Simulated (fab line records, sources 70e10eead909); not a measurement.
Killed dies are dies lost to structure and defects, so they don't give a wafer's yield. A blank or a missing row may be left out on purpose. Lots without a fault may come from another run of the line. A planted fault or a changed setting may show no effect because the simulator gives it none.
A struck lot beside a sound one | flow nand_harc | 23 steps out of a route of 1159
Sound: wafers L134.1, L134.4, L134.6. Struck: wafers L142.1, L142.3, L142.6. The cause comes at the end.
At each step with rows: each side's tool, then ch and its chambers, then its first start. Under that, the readings that differ: sound wafers | struck wafers | difference of the means | sigmas: that difference in standard deviations of wafers without a fault.
alike: readings whose means differ by less than 2 such deviations, and words and numbers that are the same on both sides. not compared: withheld readings, readings that some wafer has no value for, bounds like >300 that may hide the same value, and numbers for which the record gives no deviation and whose values overlap.
The two part at a step that has a row with sigmas, a row that says differs or no value, or rows on one side only. Numbers that don't overlap but have no deviation are shown without sigmas and don't part them. A reading that every wafer of one side lacks parts them only if that side has two wafers or more.

NHARC_A_CONTACT_CVD_19: deposits W, target thk 300 nm, time 802 s.
  sound on cvd_w-02 ch 0,1; struck on cvd_w-01 ch 0,1
  alike: chamber_pressure_Torr, heater_power_w, throttle_valve_pct
NHARC_A_CONTACT_CMP_20: polishes, t overpolish 30 s, target thk 300 nm.
  sound on cmp-03 ch 1,2, day 19 00:52; struck on cmp-01 ch 0,2,3, day 22 01:51
  alike: motor_current_A, overpolish_run_s, time_to_endpoint_s
then, 1 step without rows for these wafers: NHARC_A_CONTACT_SRD_22.
NHARC_A_CONTACT_INSPECT_23:
  sound on defect_inspect-02, day 19 01:16; struck on defect_inspect-02, day 22 02:16
  alike: raw_defect_count
then, 7 steps without rows for these wafers: NHARC_A_BLC_DEHYDRATE_00 (time 120 s); NHARC_A_BLC_HMDS_01 (time 30 s); NHARC_A_BLC_COAT_02 (time 75 s); NHARC_A_BLC_COAT_03 (time 65 s); NHARC_A_BLC_COAT_04 (resist thk 90 nm); NHARC_A_BLC_SOFTBAKE_05 (time 55 s); NHARC_A_BLC_EBR_06.
NHARC_A_BLC_EXPOSE_07: exposes mask A BLC, target cd 100 nm.
  sound on arfi_scanner-03 ch 0, day 19 01:38; struck on arfi_scanner-03 ch 0, day 22 02:37
  reading              | sound             | struck            | difference | sigmas
  exposure_dose_mJ_cm2 | 67.96 67.95 67.98 | 76.82 76.91 76.81 | +8.88      | +99 or more
  alike: mask
then, 2 steps without rows for these wafers: NHARC_A_BLC_PEB_08 (peb time 65 s); NHARC_A_BLC_DEVELOP_09 (develop time 35 s).
NHARC_A_BLC_CD_MEAS_10: target cd 100 nm.
  sound on cd_sem-03 ch 0, day 19 01:47; struck on cd_sem-03 ch 0, day 22 02:46
  reading    | sound          | struck            | difference | sigmas
  cd_nm (nm) | 99.3 99.7 98.9 | 106.7 107.8 107.4 | +8.0       | +9
NHARC_A_BLC_OVL_MEAS_11:
  sound on overlay-01, day 19 01:52; struck on overlay-01, day 22 02:51
  reading           | sound          | struck      | difference | sigmas
  overlay_x_nm (nm) | -0.8 -0.9 -0.2 | 1.5 1.5 2.1 | +2.3       | +2
  alike: overlay_y_nm
NHARC_A_BLC_INSPECT_12:
  sound on defect_inspect-01, day 19 01:54; struck on defect_inspect-02, day 22 02:53
  alike: raw_defect_count
NHARC_A_BLC_DESCUM_15: chemistry O2, time 3 s.
  sound on rie_diel-03 ch 1,2, day 19 01:58; struck on rie_diel-01 ch 0,2,3, day 22 02:59
  reading                         | sound                | struck               | difference | sigmas
  showerhead_plenum_p_Torr (Torr) | 1.82 1.78 1.78       | 1.97 1.96 2.08       | +0.21      | +3
  throttle_valve_pct (%)          | 11.296 11.308 11.300 | 11.308 11.325 11.328 | +0.019     | +2
  model.A_BLC.cd_nm (nm)          | 98.45 101.1 99.73    | 106.7 106.8 106.7    | +7.0       |
  alike: chamber_pressure_mTorr, drypump_motor_current_A, oes_product_au, rf_vpp_V
  not compared: rf_hours_counter_h
NHARC_A_BLC_ETCH_16: etches the open film in CF4, target depth 39 nm, time 65 s.
  sound on rie_diel-03 ch 2,3, day 19 02:03; struck on rie_diel-01 ch 2,3, day 22 03:05
  reading                         | sound          | struck         | difference | sigmas
  showerhead_plenum_p_Torr (Torr) | 1.77 1.69 1.69 | 1.81 1.91 1.91 | +0.16      | +2
  alike: chamber_pressure_mTorr, drypump_motor_current_A, oes_product_au, rf_vpp_V, throttle_valve_pct
  not compared: rf_hours_counter_h
NHARC_A_BLC_ETCH_17: etches the open film in N2/H2, target depth 390 nm, time 609.38 s.
  sound on rie_diel-03 ch 0,2; struck on rie_diel-01 ch 0,1,2
  reading                         | sound                | struck               | difference | sigmas
  rf_vpp_V (V)                    | 427.1 427.6 427.1    | 431.7 431.4 436.4    | +5.9       | +2
  showerhead_plenum_p_Torr (Torr) | 1.94 1.97 1.94       | 2.10 2.08 2.22       | +0.18      | +2
  throttle_valve_pct (%)          | 14.156 14.147 14.164 | 14.175 14.177 14.180 | +0.022     | +2
  alike: chamber_pressure_mTorr, drypump_motor_current_A, oes_product_au
  not compared: rf_hours_counter_h
NHARC_A_BLC_ETCH_18: etches the open film in C4F8/O2/Ar, target depth 910 nm.
  sound on rie_diel-03 ch 0,2,3; struck on rie_diel-01 ch 1,3
  reading                | sound             | struck            | difference | sigmas
  model.A_BLC.cd_nm (nm) | 92.45 98.14 96.46 | 105.3 108.6 105.8 | +10.9      |
  alike: chamber_pressure_mTorr, oes_product_au, rf_vpp_V
  not compared: rf_hours_counter_h
NHARC_A_BLC_CD_MEAS_19:
  sound on cd_sem-03, day 19 02:56; struck on cd_sem-02, day 22 03:58
  reading    | sound          | struck            | difference | sigmas
  cd_nm (nm) | 92.2 98.2 96.6 | 105.2 108.4 105.5 | +10.7      | +4
-- the record jumps here: 2 days lie between the struck wafers' starts before and after (it left off in module A_BLC and takes up again in module END, whose first step shown is number 1159 of the route) --
NHARC_END_SORT_01:
  the record has rows for the struck wafers here (prober-01 ch 0, day 24 06:36) and none for the sound ones

WHERE THEY PART
First at NHARC_A_BLC_EXPOSE_07; last, within this record, at NHARC_END_SORT_01.

WHY: what the simulator had put in
Process parameter drift: arfi_scanner-03, from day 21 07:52 on, at NHARC_A_BLC_EXPOSE_07. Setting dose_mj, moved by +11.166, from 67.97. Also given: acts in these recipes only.
